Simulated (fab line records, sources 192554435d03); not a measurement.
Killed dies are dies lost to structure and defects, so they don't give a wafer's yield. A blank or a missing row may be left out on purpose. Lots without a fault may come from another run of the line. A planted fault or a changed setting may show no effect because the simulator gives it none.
One fault seen from 2 desks | flow n5_finfet | each desk has only its own numbers; what lay behind them comes last

THE TOOL OWNER'S DESK: pvd_sputter-02
The tool's own readings at N5_MOL_CONTACT_COAG_SPUTTER_130 (material Co, target thk 47.5 nm): means of the sampled wafers that have a number, for each lot that ran on this tool. A lot is out of limits, marked OUT, if its mean lies more than 4 standard deviations from the usual mean; the brackets give that distance.
Columns: A = substrate_temp_c at N5_MOL_CONTACT_COAG_SPUTTER_130, usual 25.01 C; B = throttle_valve_pct at N5_MOL_CONTACT_COAG_SPUTTER_130, usual 29.6 %
lot  | first seen here | A     | B
L867 | day 7 12:57     | 25.03 | 28.9
L872 | day 8 15:31     | 24.91 | 29.3
L873 | day 8 22:51     | 24.95 | 28.4
L875 | day 9 09:22     | 24.96 | 29.3
This desk's finding: nothing out of limits on any of the 4 lots.

THE METROLOGY DESK
What the gauges read, lot by lot, whatever tool the lot ran on: means of the sampled wafers that have a number. A lot is out of limits, marked OUT, if its mean lies more than 4 standard deviations from the usual mean; the brackets give that distance. Of its 11 readings 7 are shown: those that lie furthest out on some lot.
Columns: A = DIBL_P at N5_BEOL_M4_RC_MEAS_101, usual 36.1 mV/V; B = IOFF_P at N5_BEOL_M4_RC_MEAS_101, usual 0.201 nA/um; C = ION_N at N5_BEOL_M4_RC_MEAS_101, usual 675 uA/um; D = ION_P at N5_BEOL_M4_RC_MEAS_101, usual 462 uA/um; E = SS_P at N5_BEOL_M4_RC_MEAS_101, usual 73.3 mV/dec; F = VT_N at N5_BEOL_M4_RC_MEAS_101, usual 250.0 mV; G = VT_P at N5_BEOL_M4_RC_MEAS_101, usual -251.3 mV
lot  | first seen here | A    | B     | C   | D   | E    | F     | G
L862 | day 5 22:59     | 35.0 | 0.206 | 663 | 461 | 72.8 | 250.8 | -250.2
L867 | day 7 07:33     | 35.6 | 0.185 | 660 | 453 | 73.2 | 252.9 | -252.6
L872 | day 8 10:37     | 37.0 | 0.217 | 673 | 464 | 73.1 | 251.4 | -249.6
L873 | day 8 17:18     | 39.1 | 0.220 | 674 | 462 | 73.8 | 250.5 | -252.6
L875 | day 9 03:56     | 37.7 | 0.198 | 671 | 455 | 73.3 | 252.5 | -254.2
L876 | day 9 10:36     | 34.7 | 0.181 | 670 | 462 | 72.4 | 252.6 | -251.1
L879 | day 10 11:26    | 37.8 | 0.237 | 680 | 470 | 73.5 | 246.9 | -247.0
This desk's finding: nothing out of limits on any of the 7 lots.

PUT TOGETHER
The tool owner's desk saw nothing out of limits.
The metrology desk saw nothing out of limits.

WHAT THE SIMULATOR HAD PUT IN
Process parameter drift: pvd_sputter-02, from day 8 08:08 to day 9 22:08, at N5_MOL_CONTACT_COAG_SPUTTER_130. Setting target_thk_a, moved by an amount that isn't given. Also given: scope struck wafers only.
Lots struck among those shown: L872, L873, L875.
